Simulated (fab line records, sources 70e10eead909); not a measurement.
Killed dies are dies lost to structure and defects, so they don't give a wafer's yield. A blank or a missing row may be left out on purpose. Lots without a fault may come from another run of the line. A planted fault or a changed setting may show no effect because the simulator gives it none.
A struck lot beside a sound one | flow nand_harc | 26 steps out of a route of 1302
Sound: wafers L667.3, L667.5, L667.6. Struck: wafers L677.1, L677.3, L677.4. The cause comes at the end.
At each step with rows: each side's tool, then ch and its chambers, then its first start. Under that, the readings that differ: sound wafers | struck wafers | difference of the means | sigmas: that difference in standard deviations of wafers without a fault.
alike: readings whose means differ by less than 2 such deviations, and words and numbers that are the same on both sides. not compared: withheld readings, readings that some wafer has no value for, bounds like >300 that may hide the same value, and numbers for which the record gives no deviation and whose values overlap.
The two part at a step that has a row with sigmas, a row that says differs or no value, or rows on one side only. Numbers that don't overlap but have no deviation are shown without sigmas and don't part them. A reading that every wafer of one side lacks parts them only if that side has two wafers or more.

NHARC_A_CHANNEL_HOLE_D2_INSPECT_12:
  sound on defect_inspect-02, day 13 14:17; struck on defect_inspect-01, day 18 01:28
  reading          | sound    | struck  | difference | sigmas
  raw_defect_count | 59 55 45 | 11 9 11 | -43        | -2
NHARC_A_CHANNEL_HOLE_D2_DESCUM_15: chemistry O2, time 3 s.
  sound on rie_diel-05 ch 0,2,3, day 13 14:22; struck on rie_diel-12 ch 0,2,3, day 18 01:32
  alike: drypump_motor_current_A, oes_product_au, rf_vpp_V, showerhead_plenum_p_Torr, throttle_valve_pct
  not compared: rf_hours_counter_h
then, 2 steps without rows for these wafers: NHARC_A_CHANNEL_HOLE_D2_ETCH_38 (etches the open film in CF4, target depth 39 nm, time 65 s); NHARC_A_CHANNEL_HOLE_D2_ETCH_39 (etches the open film in N2/H2, target depth 260 nm, time 325 s).
NHARC_A_CHANNEL_HOLE_D2_ETCH_34: etches the open film in CF4/CHF3, target depth 154 nm, time 77 s.
  sound on rie_diel-05 ch 0,1,2; struck on rie_diel-12 ch 0,1,2
  alike: drypump_motor_current_A, oes_product_au, rf_vpp_V, showerhead_plenum_p_Torr, throttle_valve_pct
  not compared: rf_hours_counter_h
then, 1 step without rows for these wafers: NHARC_A_CHANNEL_HOLE_D2_ETCH_16 (etches the open film in O2/COS, target depth 3100 nm, time 806 s).
NHARC_A_CHANNEL_HOLE_D2_CD_MEAS_18:
  sound on cd_sem-02, day 13 15:28; struck on cd_sem-02, day 18 02:38
  alike: cd_nm
NHARC_A_CHANNEL_HOLE_D2_ETCH_19: etches the open film in C4F8/O2/Ar, time 34.5 s.
  sound on har_etch-01 ch 0,1, day 13 17:49; struck on har_etch-02 ch 0,1, day 18 02:44
  alike: drypump_motor_current_A, showerhead_plenum_p_Torr, throttle_valve_pct
  not compared: rf_hours_counter_h
then, 3 steps without rows for these wafers: NHARC_A_CHANNEL_HOLE_D2_ETCH_20 (etches the open film in C4F8/O2/Ar, time 361.9 s, target depth 1600 nm); NHARC_A_CHANNEL_HOLE_D2_ETCH_21 (etches the open film in C4F8/O2/Ar, time 514.3 s, target depth 1600 nm); NHARC_A_CHANNEL_HOLE_D2_ETCH_22 (etches the open film in C4F8/O2/Ar, time 666.7 s, target depth 1600 nm).
NHARC_A_CHANNEL_HOLE_D2_ETCH_23: etches the open film in C4F8/O2/Ar, time 819 s, target depth 1600 nm.
  sound on har_etch-01 ch 0,1, day 13 19:27; struck on har_etch-02 ch 0,1, day 18 04:16
  alike: drypump_motor_current_A, showerhead_plenum_p_Torr, throttle_valve_pct
  not compared: rf_hours_counter_h
NHARC_A_CHANNEL_HOLE_D2_ETCH_24: etches the open film in C4F8/O2/Ar, time 906.2 s, target depth 1500 nm.
  sound on har_etch-01 ch 0,1, day 13 20:11; struck on har_etch-02 ch 0,1, day 18 04:58
  alike: drypump_motor_current_A, showerhead_plenum_p_Torr, throttle_valve_pct
  not compared: rf_hours_counter_h
then, 2 steps without rows for these wafers: NHARC_A_CHANNEL_HOLE_D2_ETCH_25 (etches the open film in C4F8/O2/Ar, time 1040.2 s, target depth 1500 nm); NHARC_A_CHANNEL_HOLE_D2_ETCH_26 (etches the open film in C4F8/O2/Ar, time 224.1 s, target depth 300 nm).
NHARC_A_CHANNEL_HOLE_D2_ETCH_27: etches the open film in C4F8/O2/Ar, time 90 s, target depth 400 nm.
  sound on har_etch-01 ch 0,1, day 13 21:50; struck on har_etch-02 ch 0,1, day 18 06:43
  alike: drypump_motor_current_A, showerhead_plenum_p_Torr, throttle_valve_pct
  not compared: rf_hours_counter_h
then, 7 steps without rows for these wafers: NHARC_A_CHANNEL_HOLE_D2_STRIP_41 (strips in N2/H2); NHARC_A_CHANNEL_HOLE_D2_STRIP_42 (strips in CF4/CHF3); NHARC_A_CHANNEL_HOLE_D2_STRIP_43 (strips in O2/COS); NHARC_A_CHANNEL_HOLE_D2_ETCH_44 (etches the open film in CF4/O2, target depth 140 nm, overetch 14 nm, time 77 s); NHARC_A_CHANNEL_HOLE_D2_STRIP_28 (strips in O2); NHARC_A_CHANNEL_HOLE_D2_PRECLEAN_29 (cleans in SC1); NHARC_A_CHANNEL_HOLE_D2_SRD_30.
NHARC_A_CHANNEL_HOLE_D2_CD_MEAS_31:
  sound on cd_sem-01, day 13 23:19; struck on cd_sem-02, day 18 08:13
  alike: cd_nm
NHARC_A_CHANNEL_HOLE_D2_XSEM_32:
  sound on xsem-01 ch 0, day 13 23:24; struck on xsem-01 ch 0, day 18 08:19
  reading     | sound          | struck         | difference | sigmas
  bow_nm (nm) | 8.25 8.32 8.30 | 9.42 9.45 9.39 | +1.13      | +4
  alike: bot_cd_nm, tilt_deg
NHARC_A_CHANNEL_HOLE_D2_INSPECT_40:
  sound on defect_inspect-02, day 13 23:30; struck on defect_inspect-02, day 18 08:24
  alike: raw_defect_count

WHERE THEY PART
First at NHARC_A_CHANNEL_HOLE_D2_INSPECT_12; last, within this record, at NHARC_A_CHANNEL_HOLE_D2_XSEM_32. Later steps at which nothing parts them and some readings are alike: NHARC_A_CHANNEL_HOLE_D2_INSPECT_40.

WHY: what the simulator had put in
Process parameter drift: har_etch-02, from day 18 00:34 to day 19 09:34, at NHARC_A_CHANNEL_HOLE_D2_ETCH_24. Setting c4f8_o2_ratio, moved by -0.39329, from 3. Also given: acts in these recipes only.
